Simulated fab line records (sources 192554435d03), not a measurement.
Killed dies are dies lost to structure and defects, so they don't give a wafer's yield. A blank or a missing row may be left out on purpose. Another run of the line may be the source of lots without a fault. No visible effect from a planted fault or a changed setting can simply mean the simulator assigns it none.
Split-lot experiment | flow n5_finfet | route with 1938 steps; 7 lots, 21 wafers read

## SPLIT DETAILS
At N5_BEOL_M9_ETCH_62 (etches SOC in N2/H2, target depth 110 nm, overetch 22 nm, time 165 s), the setting time_s was moved away from the recipe's 165 s on 6 of the 21 wafers read, by -18.8% to -8.7%. The other wafers ran this setting at the recipe's value.

The reading comes from the split's own step.

## THE READING
SiARC_of_BEOL_M9_COAT_60.thk_nm (the simulator's own value, which no gauge read), in nm, at N5_BEOL_M9_ETCH_62 (etches SOC in N2/H2, target depth 110 nm, overetch 22 nm, time 165 s). There is no usual value for it anywhere in the file. Across the 15 wafers here that went through the recipe, the average is 23.4 nm and the standard deviation 0.14 nm.

wafer  | tool, chamber at the split | time_s as run, s | against the recipe | SiARC_of_BEOL_M9_COAT_60.thk_nm, nm | against lot-mates on the recipe
L077.3 | rie_diel-02, 0             | 133.9            | -18.8%             | 24.6                                | +1.2
L077.4 | rie_diel-02, 2             | 165              | recipe             | 23.4                                | -
L077.5 | rie_diel-02, 3             | 133.9            | -18.8%             | 24.8                                | +1.4
L079.1 | rie_diel-01, 2,0,0         | 165              | recipe             | 23.4                                | -
L079.3 | rie_diel-01, 2,0,0         | 165              | recipe             | 23.4                                | -
L079.5 | rie_diel-01, 2,0,0         | 165              | recipe             | 23.4                                | -
L080.2 | rie_diel-03, 3             | 165              | recipe             | 23.2                                | -
L080.5 | rie_diel-03, 1,2           | 147.4            | -10.7%             | 24.2                                | +1.0
L080.6 | rie_diel-03, 1,2           | 147.4            | -10.7%             | 24.2                                | +1.0
L085.1 | rie_diel-03, 1             | 165              | recipe             | 23.6                                | -
L085.5 | rie_diel-03, 1             | 165              | recipe             | 23.6                                | -
L085.6 | rie_diel-03, 0             | 165              | recipe             | 23.4                                | -
L088.2 | rie_diel-01, 2             | 165              | recipe             | 23.4                                | -
L088.3 | rie_diel-01, 0             | 165              | recipe             | 23.6                                | -
L088.6 | rie_diel-01, 0             | 165              | recipe             | 23.6                                | -
L092.1 | rie_diel-03, 3             | 150.6            | -8.7%              | 23.8                                | +0.2
L092.2 | rie_diel-03, 0             | 150.6            | -8.7%              | 24                                  | +0.4
L092.3 | rie_diel-03, 2             | 165              | recipe             | 23.6                                | -
L095.1 | rie_diel-01, 1,2           | 165              | recipe             | 23.2                                | -
L095.6 | rie_diel-01, 1,2           | 165              | recipe             | 23.2                                | -
L095.3 | rie_diel-01, 0             | 165              | recipe             | 23.4                                | -
When a row names more than one chamber, that row covers several wafers, and the file does not tell which wafer ran in which chamber.

FIT RESULTS
A straight line over all 21 wafers: SiARC_of_BEOL_M9_COAT_60.thk_nm changes by -0.067 nm for each +1% of time_s; r = -0.95; the points scatter about the line by 0.14 nm.
The same after taking each lot's own level away (the mean of its wafers on the recipe; 21 wafers): -0.0698 nm for each +1%; r = -0.95; scatter 0.15 nm.
The reading moves by 1.3 nm for the largest change in time_s, on that fit.
The lots' own levels span 23.20 to 23.60 nm, that is 2.8 times the standard deviation above.
Hence the lot-to-lot level has little effect on the slope; both slopes agree.
Check: +1.36 nm against its lot-mates is what the line predicts for one of the wafers moved furthest among these (-18.8%) when that wafer is left out of the fit. It came out at +1.2 nm against them.

## THESE WAFERS: OTHER SPLITS
Before the reading, these wafers also passed through other splits. Each is held against what the fit with the lots' levels taken away leaves over:
other split on the same wafers | wafers away from the commonest value | r with SiARC_of_BEOL_M9_COAT_60.thk_nm (lot level and that fit taken away)
N5_BEOL_M8_EXPOSE_25 dose_mj   | 5                                    | +0.14
N5_BEOL_M8_ETCH_65 source_w    | 5                                    | +0.49

## FILE'S OWN FIT
SiARC_of_BEOL_M9_COAT_60.thk_nm changes by -0.0693 nm for each +1% of time_s, r = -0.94.
